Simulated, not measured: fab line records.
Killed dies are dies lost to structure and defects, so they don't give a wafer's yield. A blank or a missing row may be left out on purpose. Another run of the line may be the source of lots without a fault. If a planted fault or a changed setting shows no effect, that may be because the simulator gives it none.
fab line records	flow n5-finfet	part 1 of 2: steps 1 to 20 of 27
record lots=5	wafers=15	last-day=18
route steps=1938 shown BEOL_M10@1486
lots untouched by any fault: they come from a run of this same line in which no faults occurred
start-h: start of the lot's first displayed wafer, in hours after the record's first day	wait-h: time in hours since the lot's previous step	" identical to the entry in the row above	L1.1+2: a single row standing in for several wafers	- no value present, or no start provided	* or withheld: withheld	< > ~ a bound
route shown NAME@n: names a module that has steps shown in the file, with the first one's number in the route	usual: mean and standard deviation over wafers with no fault	same: alike in all rows	chamber/n: place in a boat	sites: per-site readings	_std_site: how widely they spread, as a standard deviation	_edge_site: mean of outer sites minus mean of inner sites	radius-mm: how far each site lies from the wafer's centre	mask NAME#n: copy n	behind: tool/chamber where the wafer was last shaped	hold: cause of the lot's hold/its duration in hours/its outcome	device: whichever transistor did not switch (one of n, p or np)	end of line: the tests these same wafers got at the end of their route	a step with no rows: only its recipe	killed: dies lost to structure and defects at the first sort, not the wafer's yield	map: shows each die of a wafer: x if killed, . if not, _ if none is there
set.NAME: the run value of the setting; set.NAME@STEP: its run value at that earlier step	model.NAME: the simulator's own value behind a step, which no gauge read
lots seen at some steps along the route; tables by step, rows by wafer
services: when a tool's chamber went out of use (start-h, in hours from the record's first day, below 0 if earlier), for how many hours, and the reason
## steps
# step N5_BEOL_M10_DESCUM_16
# recipe chemistry=O2	time-s=7.9	source-power-w=50	bias-power-w=20	pressure-mtorr=20	rf-frequency-hz=2.712e+07	temp-c=40	resist=CAR-ArF	o2-flow-sccm=225
# usual drypump-motor-current-A=5.8/0.46	oes-product-au=0.79/0.063	rf-vpp-V=243.0/1.4	showerhead-plenum-p-Torr=2.08/0.07	temp-c=39.99/0.1	throttle-valve-pct=20.39/0.21
lot.wafer	tool	chamber	start-h	wait-h	drypump-motor-current-A	oes-product-au	rf-hours-counter-h	rf-vpp-V	showerhead-plenum-p-Torr	temp-c	throttle-valve-pct
L074.1	rie-diel-04	1	226.18	0.1	5.3	0.80	87	245.3	2.21	39.95	20.52
L074.2	"	2	"	"	5.5	0.71	191	241.8	2.09	40.02	20.72
L074.5	"	2	"	"	5.5	0.71	-	242.9	2.09	39.86	20.74
L077.2	rie-diel-05	1	249.99	0.4	5.9	0.84	73	242.7	2.03	40.10	20.43
L077.4	"	3	"	"	6.6	0.73	174	242.0	2.08	39.98	20.44
L077.6	"	2	"	"	5.1	0.87	-	243.2	2.05	39.94	20.18
L084.2	rie-diel-04	0	277.65	0.3	6.7	0.95	4	244.8	2.25	40.14	20.05
L084.3	"	1	"	"	5.3	0.79	109	244.4	2.20	40.00	20.57
L084.5	"	2	"	"	5.5	0.70	-	243.8	2.08	39.93	20.76
L085.1	rie-diel-05	2	293.24	0.1	5.1	0.85	49	243.6	2.05	39.95	20.20
L085.4	"	1	"	"	5.9	0.82	88	242.7	2.03	39.88	20.47
L085.5	"	3	"	"	6.6	0.72	-	242.8	2.07	40.03	20.47
L097.1	rie-diel-06	3	371.34	0.0	5.5	0.78	108	242.2	2.01	40.01	20.01
L097.3	"	2	"	"	5.8	0.81	74	243.1	2.03	39.98	20.30
L097.6	"	2	"	"	5.8	0.82	-	241.7	2.03	40.18	20.31
# step N5_BEOL_M10_ETCH_61
# recipe chemistry=CF4	target=SiARC	target-depth-a=390	mask-material=CAR-ArF	time-s=65	ion-energy-ev=80	pressure-mtorr=40	source-w=545	bias-w=36	Ar_flow_sccm=100	cf4-flow-sccm=100	ends=cleared
# usual drypump-motor-current-A=5.8/0.46	etch-rf-on-time-s=64.9/0.8	oes-product-au=0.68/0.052	rf-vpp-V=183.9/1.2	showerhead-plenum-p-Torr=2.13/0.067	throttle-valve-pct=15.59/0.23
lot.wafer	tool	chamber	start-h	wait-h	drypump-motor-current-A	etch-rf-on-time-s	oes-product-au	rf-hours-counter-h	rf-vpp-V	showerhead-plenum-p-Torr	throttle-valve-pct
L074.1	rie-diel-04	1	226.22	0.0	5.3	65.0	0.68	87	186.1	2.25	15.66
L074.2	"	2	"	"	5.5	65.3	0.61	191	182.6	2.14	15.96
L074.5	"	2	"	"	5.5	64.9	0.61	-	183.8	2.14	15.96
L077.2	rie-diel-05	1	250.03	0.0	5.9	64.9	0.72	73	183.3	2.08	15.58
L077.4	"	3	"	"	6.6	65.8	0.63	174	184.6	2.14	15.77
L077.6	"	2	"	"	5.1	65.4	0.75	-	183.7	2.10	15.29
L084.2	rie-diel-04	0	277.69	0.0	6.7	61.8	0.82	4	186.5	2.28	15.11
L084.3	"	1	"	"	5.3	63.7	0.67	109	186.8	2.24	15.69
L084.5	"	2	"	"	5.5	63.9	0.60	-	182.7	2.13	16.02
L085.1	rie-diel-05	2	293.27	0.0	5.1	64.6	0.73	49	184.1	2.09	15.34
L085.4	"	1	"	"	5.9	64.5	0.71	88	183.5	2.07	15.61
L085.5	"	3	"	"	6.6	66.0	0.62	-	183.2	2.14	15.79
L097.1	rie-diel-06	3	371.38	0.0	5.4	65.3	0.66	108	182.5	2.08	15.31
L097.3	"	2	"	"	5.8	65.2	0.69	74	183.2	2.08	15.40
L097.6	"	2	"	"	5.7	65.2	0.69	-	184.1	2.08	15.43
# step N5_BEOL_M10_ETCH_62
# recipe chemistry=N2/H2	target=SOC	target-depth-a=1100	overetch-a=220	mask-material=SiARC	temp-c=40	time-s=165	ion-energy-ev=200	pressure-mtorr=30	source-w=840	bias-w=150	n2-flow-sccm=200	h2-flow-sccm=200
# usual drypump-motor-current-A=5.8/0.46	oes-product-au=0.67/0.049	rf-vpp-V=523.3/2.3	showerhead-plenum-p-Torr=2.52/0.08	temp-c=39.99/0.11	throttle-valve-pct=17.77/0.21
lot.wafer	tool	chamber	start-h	wait-h	drypump-motor-current-A	oes-product-au	rf-hours-counter-h	rf-vpp-V	showerhead-plenum-p-Torr	temp-c	throttle-valve-pct
L074.1	rie-diel-04	1	226.27	0.0	5.3	0.68	87	526.2	2.67	40.10	17.86
L074.2	"	2	"	"	5.5	0.60	191	522.6	2.53	40.09	18.07
L074.5	"	2	"	"	5.5	0.61	-	524.3	2.53	40.03	18.08
L077.2	rie-diel-05	1	250.08	0.0	5.9	0.71	73	521.3	2.48	39.90	17.82
L077.4	"	3	"	"	6.7	0.63	174	522.3	2.54	39.94	17.90
L077.6	"	2	"	"	5.1	0.75	-	521.8	2.48	40.20	17.50
L084.2	rie-diel-04	0	277.74	0.0	6.7	0.80	4	528.8	2.72	40.05	17.50
L084.3	"	1	"	"	5.3	0.67	109	525.9	2.66	39.89	17.90
L084.5	"	2	"	"	5.5	0.59	-	522.9	2.52	40.04	18.11
L085.1	rie-diel-05	2	293.32	0.0	5.1	0.73	49	521.8	2.48	40.15	17.54
L085.4	"	1	"	"	5.9	0.70	88	521.6	2.47	39.91	17.86
L085.5	"	3	"	"	6.7	0.62	-	524.0	2.53	39.94	17.96
L097.1	rie-diel-06	3	371.43	0.0	5.4	0.66	109	520.2	2.45	39.82	17.38
L097.3	"	2	"	"	5.8	0.70	74	522.4	2.48	39.88	17.78
L097.6	"	2	"	"	5.8	0.69	-	520.5	2.48	39.95	17.77
# step N5_BEOL_M10_STRIP_68
# recipe chemistry=N2/H2	temp-c=40	n2-flow-sccm=200	h2-flow-sccm=200	rf-frequency-hz=6e+07
lot.wafer	tool	chamber	start-h	wait-h
L074.1+2+5	rie-diel-04	1,2,2	226.40	0.1
L077.2+4+6	rie-diel-05	1,3,2	250.21	0.1
L084.2+3+5	rie-diel-04	0,1,2	277.87	0.1
L085.1+4+5	rie-diel-05	2,1,3	293.46	0.1
L097.1+3+6	rie-diel-06	3,2,2	371.56	0.1
# step N5_BEOL_M10_STRIP_67
# recipe chemistry=CF4	resist=SiARC	power-w=300	bias-power-w=75	pressure-mtorr=50	cf4-flow-sccm=150	rf-frequency-hz=6e+07
# usual drypump-motor-current-A=5.7/0.46	oes-product-au=0.80/0.058	rf-vpp-V=270.9/1.4	showerhead-plenum-p-Torr=1.78/0.055	throttle-valve-pct=13.56/0.24
lot.wafer	tool	chamber	start-h	wait-h	drypump-motor-current-A	oes-product-au	rf-hours-counter-h	rf-vpp-V	showerhead-plenum-p-Torr	throttle-valve-pct
L074.1	rie-diel-04	1	226.41	0.0	5.3	0.80	87	272.3	1.88	13.59
L074.2	"	2	"	"	5.5	0.71	191	272.1	1.79	13.94
L074.5	"	2	"	"	5.5	0.71	-	270.5	1.79	13.93
L077.2	rie-diel-05	1	250.22	0.0	5.9	0.84	73	271.3	1.74	13.54
L077.4	"	3	"	"	6.6	0.74	174	271.9	1.80	13.74
L077.6	"	2	"	"	5.1	0.88	-	271.5	1.76	13.27
L084.2	rie-diel-04	0	277.88	0.0	6.7	0.95	4	273.0	1.91	13.07
L084.3	"	1	"	"	5.3	0.78	109	273.6	1.88	13.67
L084.5	"	2	"	"	5.5	0.70	-	271.2	1.79	13.99
L085.1	rie-diel-05	2	293.47	0.0	5.1	0.86	50	270.7	1.75	13.32
L085.4	"	1	"	"	5.9	0.83	88	269.8	1.74	13.57
L085.5	"	3	"	"	6.6	0.73	-	272.6	1.79	13.77
L097.1	rie-diel-06	3	371.57	0.0	5.4	0.78	109	270.1	1.74	13.31
L097.3	"	2	"	"	5.8	0.81	74	270.8	1.74	13.37
L097.6	"	2	"	"	5.8	0.81	-	270.4	1.74	13.38
# step N5_BEOL_M10_HM_OPEN_17
# recipe chemistry=Cl2/BCl3	target-depth-a=200	overetch-a=60	target=TiN	mask-material=SOC	ion-energy-ev=150	pressure-mtorr=10	icp-w=1000	bias-w=126	Cl2_flow_sccm=53.25	bcl3-flow-sccm=21.75	Ar_flow_sccm=25
# usual drypump-motor-current-A=5.6/0.54	oes-product-au=0.68/0.04	throttle-valve-pct=22.17/0.14
lot.wafer	tool	chamber	start-h	wait-h	drypump-motor-current-A	oes-product-au	rf-hours-counter-h	throttle-valve-pct
L074.1	rie-metal-02	1	226.45	0.0	5.3	0.68	26	22.39
L074.2	"	0	"	"	4.8	0.67	40	22.03
L074.5	"	0	"	"	4.8	0.67	-	22.04
L077.2	rie-metal-01	1	250.26	0.0	5.6	0.63	50	22.18
L077.4	"	1	"	"	5.7	0.63	-	22.18
L077.6	"	1	"	"	5.6	0.63	-	22.17
L084.2	rie-metal-01	1	277.93	0.0	5.6	0.62	52	22.20
L084.3	"	1	"	"	5.6	0.63	-	22.18
L084.5	"	1	"	"	5.7	0.61	-	22.20
L085.1	rie-metal-03	0	293.51	0.0	6.3	0.69	34	21.99
L085.4	"	0	"	"	6.3	0.68	-	21.98
L085.5	"	0	"	"	6.3	0.68	-	21.98
L097.1	rie-metal-01	0	371.61	0.0	6.4	0.69	26	22.26
L097.3	"	0	"	"	6.3	0.69	-	22.26
L097.6	"	1	"	"	5.6	0.60	-	22.21
# step N5_BEOL_M10_STRIP_19
# recipe chemistry=O2	power-w=400	temp-c=40	pressure-mtorr=30	rf-frequency-hz=6e+07	bias-power-w=0	overash-fraction=0.2	o2-flow-sccm=225
# usual drypump-motor-current-A=5.8/0.47	oes-product-au=0.79/0.066	rf-vpp-V=3.6/0.6	showerhead-plenum-p-Torr=2.09/0.077	temp-c=39.99/0.11	throttle-valve-pct=16.64/0.21
lot.wafer	tool	chamber	start-h	wait-h	drypump-motor-current-A	oes-product-au	rf-hours-counter-h	rf-vpp-V	showerhead-plenum-p-Torr	temp-c	throttle-valve-pct
L074.1	rie-diel-05	2	226.64	0.2	5.1	0.89	27	3.9	2.06	40.02	16.38
L074.2	"	1	"	"	5.9	0.84	65	2.6	2.04	40.16	16.63
L074.5	"	1	"	"	5.9	0.86	-	3.6	2.04	40.07	16.65
L077.2	rie-diel-04	3	250.40	0.1	5.9	0.85	47	3.6	2.13	39.99	16.49
L077.4	"	2	"	"	5.5	0.71	-	3.1	2.09	39.73	16.98
L077.6	"	3	"	"	5.9	0.84	-	3.6	2.13	39.97	16.51
L084.2	rie-diel-06	2	278.08	0.1	5.8	0.86	41	3.8	2.05	39.87	16.44
L084.3	"	0	"	"	5.3	0.80	118	3.4	2.20	40.05	16.77
L084.5	"	2	"	"	5.8	0.86	-	4.1	2.05	39.96	16.46
L085.1	rie-diel-04	3	293.64	0.1	5.8	0.82	65	3.4	2.12	39.86	16.57
L085.4	"	0	"	"	6.7	0.92	11	4.3	2.25	40.07	16.25
L085.5	"	1	"	"	5.3	0.77	-	4.3	2.20	40.12	16.81
L097.1	rie-diel-05	3	371.81	0.2	6.6	0.70	218	4.3	2.07	40.02	16.81
L097.3	"	0	"	"	6.0	0.79	91	3.3	2.03	39.92	16.77
L097.6	"	0	"	"	6.0	0.80	-	3.8	2.03	39.84	16.77
# step N5_BEOL_M10_CD_MEAS_18
# recipe pitch-nm=140	target-cd-nm=70
# usual cd-nm=70.0/0.62
lot.wafer	tool	chamber	start-h	wait-h	cd-nm
L074.1	cd-sem-01	-	226.70	0.0	70.1
L074.2	"	-	"	"	70.1
L074.5	"	-	"	"	70.2
L077.2	cd-sem-01	-	250.47	0.1	69.9
L077.4	"	-	"	"	69.6
L077.6	"	-	"	"	69.3
L084.2	cd-sem-02	-	278.16	0.1	69.7
L084.3	"	-	"	"	70.0
L084.5	"	-	"	"	69.6
L085.1	cd-sem-01	-	293.71	0.0	70.3
L085.4	"	-	"	"	71.2
L085.5	"	-	"	"	70.9
L097.1	cd-sem-01	-	371.88	0.0	69.9
L097.3	"	-	"	"	69.9
L097.6	"	-	"	"	69.6
# step N5_BEOL_M10_COAT_63
# recipe resist=SOC	temp-c=250	time-s=60	spin-rpm=1500	resist-thk-nm=100
lot.wafer	tool	chamber	start-h	wait-h
L074.1+2+5	litho-track-05	0	226.74	0.0
L077.2+4+6	litho-track-02	0	250.98	0.5
L084.2+3+5	litho-track-05	0	278.21	0.0
L085.1+4+5	litho-track-05	0	295.06	1.4
L097.1+3+6	litho-track-05	0	373.07	1.2
# step N5_BEOL_M10_COAT_64
# recipe resist=SiARC	temp-c=220	time-s=60	spin-rpm=1500	resist-thk-nm=30
lot.wafer	tool	chamber	start-h	wait-h
L074.1+2+5	litho-track-05	0	-	-
L077.2+4+6	litho-track-02	0	-	-
L084.2+3+5	litho-track-05	0	-	-
L085.1+4+5	litho-track-05	0	-	-
L097.1+3+6	litho-track-05	0	-	-
# step N5_BEOL_M10_COAT_22
# recipe resist=CAR-ArF	spin-rpm=1500	resist-thk-nm=90
lot.wafer	tool	chamber	start-h	wait-h
L074.1+2+5	litho-track-05	0	-	-
L077.2+4+6	litho-track-02	0	-	-
L084.2+3+5	litho-track-05	0	-	-
L085.1+4+5	litho-track-05	0	-	-
L097.1+3+6	litho-track-05	0	-	-
# step N5_BEOL_M10_EBR_24
# recipe solvent=PGMEA	ebr-width-mm=1.5
lot.wafer	tool	chamber	start-h	wait-h
L074.1+2+5	litho-track-05	0	-	-
L077.2+4+6	litho-track-02	0	-	-
L084.2+3+5	litho-track-05	0	-	-
L085.1+4+5	litho-track-05	0	-	-
L097.1+3+6	litho-track-05	0	-	-
# step N5_BEOL_M10_SOFTBAKE_23
# recipe temp-c=110	time-s=60	resist=CAR-ArF
lot.wafer	tool	chamber	start-h	wait-h
L074.1+2+5	litho-track-05	0	-	-
L077.2+4+6	litho-track-02	0	-	-
L084.2+3+5	litho-track-05	0	-	-
L085.1+4+5	litho-track-05	0	-	-
L097.1+3+6	litho-track-05	0	-	-
# step N5_BEOL_M10_EXPOSE_25
# recipe mask-id=V9	na=1.35	source-shape=annular	sigma-inner=0.5	sigma-outer=0.8	polarization=unpolarized	dose-mj=85.5
lot.wafer	tool	chamber	start-h	wait-h	mask
L074.1+2+5	arfi-scanner-01	0	226.98	-	V9#0
L077.2+4+6	arfi-scanner-02	0	251.23	-	V9#0
L084.2+3+5	arfi-scanner-01	0	278.46	-	V9#0
L085.1+4+5	arfi-scanner-03	0	295.31	-	V9#0
L097.1+3+6	arfi-scanner-01	0	373.48	-	V9#0
# step N5_BEOL_M10_PEB_26
# recipe peb-temp-c=withheld	peb-time-s=60	resist=CAR-ArF
lot.wafer	tool	chamber	start-h	wait-h
L074.1+2+5	litho-track-05	0	227.05	0.1
L077.2+4+6	litho-track-02	0	251.29	0.1
L084.2+3+5	litho-track-02	0	278.51	0.1
L085.1+4+5	litho-track-05	0	295.37	0.1
L097.1+3+6	litho-track-02	0	373.55	0.1
# step N5_BEOL_M10_DEVELOP_27
# recipe develop-time-s=30	developer=TMAH	resist=CAR-ArF	rinse-liquid=diw	dry=air-spin	dev-temp-c=23
lot.wafer	tool	chamber	start-h	wait-h
L074.1+2+5	litho-track-05	0	-	-
L077.2+4+6	litho-track-02	0	-	-
L084.2+3+5	litho-track-02	0	-	-
L085.1+4+5	litho-track-05	0	-	-
L097.1+3+6	litho-track-02	0	-	-
# step N5_BEOL_M10_CD_MEAS_28
# recipe target-cd-nm=70	landing-energy-ev=500	detector=se-inlens	polarity=opening
# usual cd-nm=70.3/0.8
lot.wafer	tool	chamber	start-h	wait-h	cd-nm
L074.1	cd-sem-01	0	227.12	-	69.9
L074.2	"	0	"	"	69.2
L074.5	"	0	"	"	69.5
L077.2	cd-sem-02	0	251.35	-	71.0
L077.4	"	0	"	"	70.6
L077.6	"	0	"	"	70.1
L084.2	cd-sem-02	0	278.58	-	70.7
L084.3	"	0	"	"	70.6
L084.5	"	0	"	"	70.1
L085.1	cd-sem-01	0	295.44	-	70.4
L085.4	"	0	"	"	70.0
L085.5	"	0	"	"	71.5
L097.1	cd-sem-02	0	373.61	-	70.9
L097.3	"	0	"	"	71.1
L097.6	"	0	"	"	70.5
# step N5_BEOL_M10_OVL_MEAS_29
# recipe points-per-wafer=44
# usual V9_OVL=0.1/0.78
lot.wafer	tool	chamber	start-h	wait-h	V9_OVL[nm]
L074.1	overlay-01	0	227.15	0.0	-0.6
L074.2	"	0	"	"	-0.4
L074.5	"	0	"	"	0.0
L077.2	overlay-02	0	251.38	0.0	0.9
L077.4	"	0	"	"	1.1
L077.6	"	0	"	"	1.0
L084.2	overlay-02	0	278.61	0.0	-0.9
L084.3	"	0	"	"	-0.2
L084.5	"	0	"	"	-0.5
L085.1	overlay-01	0	295.47	0.0	-0.9
L085.4	"	0	"	"	-0.1
L085.5	"	0	"	"	-1.0
L097.1	overlay-01	0	373.64	0.0	0.9
L097.3	"	0	"	"	-0.7
L097.6	"	0	"	"	-0.8
# step N5_BEOL_M10_INSPECT_30
# recipe mode=adi	inspect-instrument=brightfield
# usual raw-defect-count=434/120
lot.wafer	tool	chamber	start-h	wait-h	raw-defect-count
L074.1	defect-inspect-02	-	227.17	0.0	339
L074.2	"	-	"	"	500
L074.5	"	-	"	"	444
L077.2	defect-inspect-02	-	251.41	0.0	346
L077.4	"	-	"	"	476
L077.6	"	-	"	"	357
L084.2	defect-inspect-02	-	278.63	0.0	343
L084.3	"	-	"	"	395
L084.5	"	-	"	"	270
L085.1	defect-inspect-01	-	295.49	0.0	557
L085.4	"	-	"	"	411
L085.5	"	-	"	"	711
L097.1	defect-inspect-02	-	373.67	0.0	548
L097.3	"	-	"	"	408
L097.6	"	-	"	"	323
# step N5_BEOL_M10_DESCUM_33
# recipe chemistry=O2	time-s=7.9	source-power-w=50	bias-power-w=20	pressure-mtorr=20	rf-frequency-hz=2.712e+07	temp-c=40	resist=CAR-ArF	o2-flow-sccm=225
# usual drypump-motor-current-A=5.8/0.46	oes-product-au=0.80/0.064	rf-vpp-V=242.9/1.4	showerhead-plenum-p-Torr=2.08/0.076	temp-c=40.02/0.11	throttle-valve-pct=20.37/0.22
lot.wafer	tool	chamber	start-h	wait-h	drypump-motor-current-A	oes-product-au	rf-hours-counter-h	rf-vpp-V	showerhead-plenum-p-Torr	temp-c	throttle-valve-pct
L074.1	rie-diel-06	3	227.26	0.1	5.4	0.82	58	243.2	2.03	39.90	19.92
L074.2	"	2	"	"	5.7	0.88	22	242.4	2.05	39.87	20.22
L074.5	"	3	"	"	5.5	0.83	-	242.5	2.03	40.05	19.93
L077.2	rie-diel-05	2	251.44	0.0	5.1	0.88	34	242.1	2.05	40.14	20.18
L077.4	"	3	"	"	6.7	0.74	174	242.9	2.08	40.07	20.44
L077.6	"	3	"	"	6.7	0.74	-	242.2	2.08	40.09	20.45
L084.2	rie-diel-05	3	278.89	0.3	6.7	0.72	183	241.8	2.07	39.92	20.45
L084.3	"	1	"	"	5.9	0.84	83	243.1	2.03	40.26	20.45
L084.5	"	2	"	"	5.1	0.86	-	243.3	2.05	39.90	20.18
L085.1	rie-diel-05	2	295.53	0.0	5.1	0.85	50	242.7	2.05	40.05	20.20
L085.4	"	1	"	"	5.9	0.82	89	240.3	2.03	39.97	20.45
L085.5	"	3	"	"	6.6	0.72	-	242.0	2.07	39.90	20.45
L097.1	rie-diel-05	0	375.04	1.4	6.1	0.80	93	242.0	2.02	39.86	20.55
L097.3	"	3	"	"	6.7	0.70	219	242.0	2.06	40.01	20.51
L097.6	"	2	"	"	5.1	0.81	-	241.3	2.04	39.94	20.24
